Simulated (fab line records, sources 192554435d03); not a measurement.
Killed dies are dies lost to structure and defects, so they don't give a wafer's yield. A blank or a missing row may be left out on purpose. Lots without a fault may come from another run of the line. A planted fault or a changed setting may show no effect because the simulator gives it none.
Problem report in the 8D (eight disciplines) form, filled by code | flow n5_finfet | the parts of the form that need people (team, actions taken, sign-off) are left out

1. THE PROBLEM
CJ_P at N5_BEOL_M4_RC_MEAS_101 reads a mean of 4.40 on 6 wafers of 2 lots; wafers without a fault read 5.78 with a standard deviation of 0.14. That is -9.9 standard deviations from the usual mean.
First seen on wafer L470.2, day 9 13:25, on prober-02. The record holds 30 wafers of 10 lots with a number at this step. Rule for "out", or "out of limits": more than 4 standard deviations from the usual mean. The other wafers with a number count as sound.

2. WHAT IT IS AND WHAT IT IS NOT
question                    | is                     | is not
which readings at this step | CJ_P                   | DIBL_N, DIBL_P, IOFF_N, SS_N, SS_P, VT_N, VT_P
which lots                  | L470, L471             | L463, L467, L473, L479, L482, L483, L485, L486
which wafers of those lots  | all that have a number | -
read on which gauges        | prober-01, prober-02   | -
when                        | from day 9 13:25       | up to then (6 sound wafers); but 18 sound wafers of L473, L479, L482, L483, L485, L486 came after

3. SUSPECTS, AND WHAT RULES EACH OUT
Counting: a tool at a process step up to the reading stays a suspect if it ran every lot that is out and no sound lot after the first of them.
- the gauge at N5_BEOL_M4_RC_MEAS_101: ruled out. The wafers that are out were read on 2 gauges (prober-01, prober-02).
- implanter-02 at N5_WELL_APT_IMPLANT_15: ruled out as a lasting fault. Sound lots L483, L485 ran on it after its first lot that is out, L470 (day 3 08:24).
Left after counting: nothing in the record.

4. THE CAUSE (what the simulator had put in)
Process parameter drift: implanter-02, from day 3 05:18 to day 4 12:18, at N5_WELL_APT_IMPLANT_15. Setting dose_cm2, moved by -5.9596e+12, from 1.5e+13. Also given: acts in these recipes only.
Counting ruled it out, wrongly: the rule takes a fault to strike every lot that its tool runs from its start on, and this one did not.

5. THE CHAIN OF EFFECTS, in route order
Each row: a reading whose mean over the struck wafers that have a number lies more than 3 standard deviations from the usual. Only readings for which the record gives a usual standard deviation are gone through. hours: the time from each lot's start at the first step in this table that gives one to its start at this step, as a median over the lots. sigmas: the change in usual standard deviations.
hours | step                   | reading            | usual      | on struck wafers | change      | sigmas
0     | N5_WELL_APT_IMPLANT_15 | dose_ions_cm2      | 1.5002e+13 | 9.0427e+12       | -5.9593e+12 | -99 or more
0     | N5_WELL_APT_IMPLANT_15 | faraday_current_uA | 190        | 115              | -75         | -20
148   | N5_BEOL_M4_RC_MEAS_101 | CJ_P               | 5.78       | 4.40             | -1.38       | -9.9
The process steps in it:
- N5_WELL_APT_IMPLANT_15

6. WHAT WOULD HAVE CAUGHT IT SOONER
In this record the first reading out of limits at a measuring or inspecting step was taken at day 9 13:25, 152 hours after the fault began at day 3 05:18.
The tool's own readings at N5_WELL_APT_IMPLANT_15 were out on every struck wafer that the step has a row for (dose_ions_cm2, faraday_current_uA): an alarm limit on them would have fired on the first of those.
